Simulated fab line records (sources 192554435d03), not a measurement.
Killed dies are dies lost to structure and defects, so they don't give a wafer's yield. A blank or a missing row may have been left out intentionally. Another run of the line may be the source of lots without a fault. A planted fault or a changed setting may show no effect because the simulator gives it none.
Matching of chambers ; flow n5-finfet ; N5_BEOL_M3_DEP_57 on pecvd-01: 3 sister chambers
The step deposits SiCN from 3MS/NH3, target thk 8 nm, time 14 s. 24 wafers are shown with their chamber, then 12 later ones without.

## EACH WAFER AND ITS CHAMBER
wafer;chamber;throttle-valve-pct (%);showerhead-plenum-p-Torr (Torr)
L075.1;0;8.2;3.683
L075.2;2;8.9;3.642
L075.3;1;9.2;3.658
L075.4;1;9.2;3.667
L075.5;0;8.3;3.689
L075.6;2;9.0;3.659
L074.2;0;8.1;3.698
L074.3;2;9.1;3.649
L074.5;2;8.7;3.649
L076.1;0;8.4;3.677
L076.3;1;9.3;3.654
L076.6;0;8.2;3.675
L078.1;1;9.3;3.653
L078.3;0;8.3;3.683
L078.5;0;8.3;3.686
L079.1;1;9.4;3.653
L079.4;2;8.8;3.644
L079.6;0;8.3;3.689
L080.2;0;8.3;3.687
L080.5;1;9.4;3.648
L080.6;2;8.9;3.655
L087.1;2;8.8;3.651
L087.2;0;8.2;3.684
L087.3;1;9.3;3.654

SIGNATURES, as means of the wafers listed above
reading;chamber 0;chamber 1;chamber 2;scatter within a chamber
throttle-valve-pct;8.260;9.300;8.886;0.101
showerhead-plenum-p-Torr;3.68510;3.65529;3.64986;0.00617
Rule: for each reading, subtract the chamber's mean from the wafer's reading, divide by that reading's scatter and square the result; add these up over the readings and take the root, which gives the wafer's distance from the chamber. The wafer belongs to the nearest chamber; if the next one is less than 2 further off, it can't be placed. The scatter is the square root of a quotient: the sum, over the shown wafers, of each reading's squared deviation from its chamber's mean, divided by wafers minus chambers.

## WAFERS MISSING THEIR CHAMBER
wafer;throttle-valve-pct (%);showerhead-plenum-p-Torr (Torr)
L087.4;8.4;3.690
L087.5;9.0;3.645
L087.6;9.2;3.667
L090.4;8.1;3.685
L090.5;9.1;3.643
L090.6;9.1;3.659
L093.2;8.7;3.647
L093.3;9.5;3.650
L093.5;8.1;3.690
L096.1;9.0;3.677
L096.5;9.3;3.655
L096.6;8.9;3.644

## THE CHAMBER EACH PASSED THROUGH
wafer;from the rows above;in truth
L087.4;0;0
L087.5;2;2
L087.6;1;1
L090.4;0;0
L090.5;can't be placed: 2 or 1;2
L090.6;can't be placed: 1 or 2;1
L093.2;2;2
L093.3;1;1
L093.5;0;0
L096.1;can't be placed: 2 or 1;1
L096.5;1;1
L096.6;2;2
Placed correctly: 9 of 12. Cannot be placed on the basis of these rows: 3; the candidates contain the true chamber in 3. Number placed wrongly: 0.
